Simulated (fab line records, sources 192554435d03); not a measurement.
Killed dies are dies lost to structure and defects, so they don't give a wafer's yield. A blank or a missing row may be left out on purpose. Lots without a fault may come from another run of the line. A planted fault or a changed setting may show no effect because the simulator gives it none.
Chamber matching | flow n5_finfet | N5_BEOL_M11_STRIP_19 on rie_diel-06: 3 sister chambers
The step strips in O2. 18 wafers are shown with their chamber, then 9 later ones without.

WAFERS WITH THEIR CHAMBER
wafer  | chamber | showerhead_plenum_p_Torr (Torr) | throttle_valve_pct (%) | drypump_motor_current_A (A)
L076.2 | 1       | 2.23                            | 16.44                  | 5.7
L076.3 | 2       | 2.11                            | 16.76                  | 5.8
L076.5 | 1       | 2.23                            | 16.44                  | 5.7
L081.3 | 2       | 2.11                            | 16.82                  | 5.8
L081.5 | 2       | 2.11                            | 16.82                  | 5.8
L081.6 | 1       | 2.22                            | 16.47                  | 5.7
L085.1 | 1       | 2.22                            | 16.49                  | 5.8
L085.2 | 2       | 2.10                            | 16.84                  | 5.8
L085.3 | 3       | 2.05                            | 16.63                  | 5.2
L089.3 | 2       | 2.10                            | 16.85                  | 5.7
L089.4 | 1       | 2.22                            | 16.49                  | 5.7
L089.5 | 1       | 2.22                            | 16.50                  | 5.8
L087.2 | 3       | 2.05                            | 16.64                  | 5.2
L087.4 | 1       | 2.22                            | 16.51                  | 5.7
L087.5 | 1       | 2.22                            | 16.50                  | 5.8
L092.2 | 1       | 2.22                            | 16.49                  | 5.7
L092.5 | 3       | 2.05                            | 16.63                  | 5.1
L092.6 | 1       | 2.22                            | 16.52                  | 5.7

SIGNATURES (means of the wafers above)
reading                  | chamber 1 | chamber 2 | chamber 3 | scatter within a chamber
showerhead_plenum_p_Torr | 2.2220    | 2.1060    | 2.0500    | 0.00432
throttle_valve_pct       | 16.4850   | 16.8180   | 16.6333   | 0.0278
drypump_motor_current_A  | 5.730     | 5.780     | 5.167     | 0.0488
Rule: a wafer's distance from a chamber is the root of the sum, over the readings, of the square of ((its reading less the chamber's mean) divided by the reading's scatter). The wafer belongs to the nearest chamber; if the next one is less than 2 further off, it can't be placed. The scatter: the root of (the sum of the squares of (reading less its chamber's mean) over the shown wafers, divided by (wafers less chambers)).

WAFERS WITHOUT THEIR CHAMBER
wafer  | showerhead_plenum_p_Torr (Torr) | throttle_valve_pct (%) | drypump_motor_current_A (A)
L095.2 | 2.21                            | 16.52                  | 5.7
L095.3 | 2.04                            | 16.67                  | 5.1
L095.6 | 2.04                            | 16.67                  | 5.2
L097.1 | 2.21                            | 16.53                  | 5.7
L097.3 | 2.04                            | 16.69                  | 5.1
L097.6 | 2.21                            | 16.55                  | 5.7
L096.4 | 2.04                            | 16.67                  | 5.1
L096.5 | 2.04                            | 16.68                  | 5.2
L096.6 | 2.10                            | 16.86                  | 5.8

WHICH CHAMBER EACH WENT THROUGH
wafer  | from the rows above | in truth
L095.2 | 1                   | 1
L095.3 | 3                   | 3
L095.6 | 3                   | 3
L097.1 | 1                   | 1
L097.3 | 3                   | 3
L097.6 | 1                   | 1
L096.4 | 3                   | 3
L096.5 | 3                   | 3
L096.6 | 2                   | 2
Placed correctly: 9 of 9. Can't be placed from these rows: 0. Placed wrongly: 0.
